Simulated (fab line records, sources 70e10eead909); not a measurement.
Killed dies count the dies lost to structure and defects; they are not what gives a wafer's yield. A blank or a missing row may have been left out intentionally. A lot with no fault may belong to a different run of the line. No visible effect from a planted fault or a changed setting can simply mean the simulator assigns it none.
Chamber matching + flow nand-harc + NHARC_A_CONTACT_CMP_20 on cmp-04 has 4 sister chambers
The step polishes, t overpolish 30 s, target thk 300 nm. 8 wafers are shown with their chamber, then 8 later ones without.

## WAFERS PAIRED WITH THEIR CHAMBERS
| wafer  | chamber | time-to-endpoint-s (s) | motor-current-A (A) |
|--------|---------|------------------------|---------------------|
| L929.5 | 1       | 51                     | 10.3                |
| L941.2 | 2       | 60                     | 10.8                |
| L941.4 | 1       | 47                     | 9.6                 |
| L941.6 | 3       | 55                     | 12.1                |
| L943.3 | 0       | 66                     | 11.6                |
| L943.5 | 0       | 64                     | 11.8                |
| L943.6 | 3       | 60                     | 11.0                |
| L944.2 | 2       | 60                     | 11.2                |

## WAFERS WHOSE CHAMBER IS MISSING
| wafer  | time-to-endpoint-s (s) | motor-current-A (A) |
|--------|------------------------|---------------------|
| L944.4 | 50                     | 10.1                |
| L944.5 | 61                     | 11.3                |
| L946.2 | 58                     | 9.9                 |
| L946.3 | 58                     | 11.3                |
| L946.6 | 57                     | 9.8                 |
| L950.1 | 60                     | 11.6                |
| L950.4 | 61                     | 11.3                |
| L950.5 | 53                     | 9.7                 |

## WHICH CHAMBER EACH WENT THROUGH
| wafer  | from the rows above          | in truth |
|--------|------------------------------|----------|
| L944.4 | 1                            | 1        |
| L944.5 | can't be placed: 2 or 3 or 0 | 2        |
| L946.2 | can't be placed: 2 or 3 or 1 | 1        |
| L946.3 | can't be placed: 3 or 2      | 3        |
| L946.6 | can't be placed: 2 or 1 or 3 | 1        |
| L950.1 | can't be placed: 3 or 2 or 0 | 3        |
| L950.4 | can't be placed: 2 or 3 or 0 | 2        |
| L950.5 | 1                            | 1        |
Placed correctly: 2 of 8. Can't be placed from these rows: 6 (the true chamber is among the candidates in 6). 0 placed wrongly.
How it was worked out, from the rows above alone: a wafer's distance from a chamber is the root of the sum, over the readings, of the square of ((its reading less the chamber's mean) divided by the reading's scatter). The wafer belongs to the nearest chamber; if the next one is less than 2 further off, it can't be placed. For every chamber, the mean is computed from those of its wafers that are shown. The scatter is the square root of a quotient: the sum, over the shown wafers, of each reading's squared deviation from its chamber's mean, divided by wafers minus chambers.
